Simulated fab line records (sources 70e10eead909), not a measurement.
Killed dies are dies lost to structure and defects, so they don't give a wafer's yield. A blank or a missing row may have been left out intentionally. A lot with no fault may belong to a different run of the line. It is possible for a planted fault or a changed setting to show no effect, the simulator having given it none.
Chamber matching + flow nand_harc + NHARC_A_CHANNEL_FILL_D2_STRIP_28 on rie_diel-10: 4 sister chambers
The step strips in O2, time 20 s. 27 wafers are shown with their chamber, then 12 later ones without.

== WAFERS PAIRED WITH THEIR CHAMBERS ==
| wafer  | chamber | showerhead_plenum_p_Torr (Torr) | drypump_motor_current_A (A) | oes_product_au (a.u.) |
|--------|---------|---------------------------------|-----------------------------|-----------------------|
| L075.3 | 0       | 3.40                            | 6.3                         | 1.016                 |
| L075.4 | 3       | 3.63                            | 5.2                         | 0.986                 |
| L075.6 | 1       | 3.67                            | 5.8                         | 1.004                 |
| L076.3 | 1       | 3.67                            | 5.8                         | 1.009                 |
| L076.4 | 2       | 3.57                            | 5.1                         | 1.003                 |
| L076.6 | 0       | 3.40                            | 6.2                         | 0.998                 |
| L080.3 | 3       | 3.62                            | 5.3                         | 0.985                 |
| L080.5 | 1       | 3.67                            | 5.8                         | 0.997                 |
| L080.6 | 2       | 3.57                            | 5.0                         | 0.996                 |
| L082.1 | 0       | 3.40                            | 6.3                         | 1.001                 |
| L082.4 | 1       | 3.67                            | 5.8                         | 1.009                 |
| L082.6 | 3       | 3.62                            | 5.2                         | 0.981                 |
| L084.1 | 0       | 3.40                            | 6.3                         | 1.002                 |
| L084.3 | 1       | 3.67                            | 5.8                         | 1.004                 |
| L084.5 | 1       | 3.67                            | 5.8                         | 0.992                 |
| L085.2 | 1       | 3.67                            | 5.8                         | 1.014                 |
| L085.4 | 2       | 3.57                            | 5.0                         | 0.992                 |
| L085.6 | 0       | 3.40                            | 6.2                         | 0.989                 |
| L087.2 | 2       | 3.57                            | 5.1                         | 0.996                 |
| L087.4 | 0       | 3.40                            | 6.2                         | 1.003                 |
| L087.6 | 3       | 3.62                            | 5.2                         | 0.994                 |
| L088.1 | 3       | 3.62                            | 5.2                         | 0.982                 |
| L088.2 | 2       | 3.57                            | 5.0                         | 0.989                 |
| L088.5 | 1       | 3.67                            | 5.8                         | 1.005                 |
| L089.4 | 3       | 3.62                            | 5.2                         | 0.984                 |
| L089.5 | 2       | 3.57                            | 5.0                         | 0.999                 |
| L089.6 | 1       | 3.67                            | 5.8                         | 1.008                 |

SIGNATURES (means of the wafers above)
| reading                  | chamber 0 | chamber 1 | chamber 2 | chamber 3 | scatter within a chamber |
|--------------------------|-----------|-----------|-----------|-----------|--------------------------|
| showerhead_plenum_p_Torr | 3.4000    | 3.6700    | 3.5700    | 3.6217    | 0.0019                   |
| drypump_motor_current_A  | 6.250     | 5.800     | 5.033     | 5.217     | 0.0399                   |
| oes_product_au           | 1.00150   | 1.00467   | 0.99583   | 0.98533   | 0.00649                  |
Rule: a wafer lies at a distance from a chamber equal to the root of the sum of squares, over the readings, of (its reading less the chamber's mean, divided by the reading's scatter). The wafer belongs to the nearest chamber; if the next one is less than 2 further off, it can't be placed. How the scatter is found: for the shown wafers, subtract from each reading the mean of its chamber, square and add these, divide the total by (wafers less chambers), then take the root.

== WAFERS MISSING THEIR CHAMBER ==
| wafer  | showerhead_plenum_p_Torr (Torr) | drypump_motor_current_A (A) | oes_product_au (a.u.) |
|--------|---------------------------------|-----------------------------|-----------------------|
| L090.1 | 3.40                            | 6.3                         | 0.999                 |
| L090.4 | 3.62                            | 5.2                         | 0.991                 |
| L090.5 | 3.40                            | 6.3                         | 1.011                 |
| L092.1 | 3.67                            | 5.8                         | 0.997                 |
| L092.2 | 3.62                            | 5.2                         | 0.989                 |
| L092.6 | 3.67                            | 5.8                         | 0.996                 |
| L094.4 | 3.56                            | 5.1                         | 1.004                 |
| L094.5 | 3.66                            | 5.8                         | 1.007                 |
| L094.6 | 3.40                            | 6.3                         | 1.006                 |
| L096.3 | 3.56                            | 5.0                         | 1.000                 |
| L096.4 | 3.62                            | 5.2                         | 0.990                 |
| L096.5 | 3.66                            | 5.8                         | 0.996                 |

== CHAMBER TAKEN BY EACH ==
| wafer  | from the rows above | in truth |
|--------|---------------------|----------|
| L090.1 | 0                   | 0        |
| L090.4 | 3                   | 3        |
| L090.5 | 0                   | 0        |
| L092.1 | 1                   | 1        |
| L092.2 | 3                   | 3        |
| L092.6 | 1                   | 1        |
| L094.4 | 2                   | 2        |
| L094.5 | 1                   | 1        |
| L094.6 | 0                   | 0        |
| L096.3 | 2                   | 2        |
| L096.4 | 3                   | 3        |
| L096.5 | 1                   | 1        |
Correct placement for 12 of the 12. Not placeable from these rows: 0. Wrongly placed: 0.
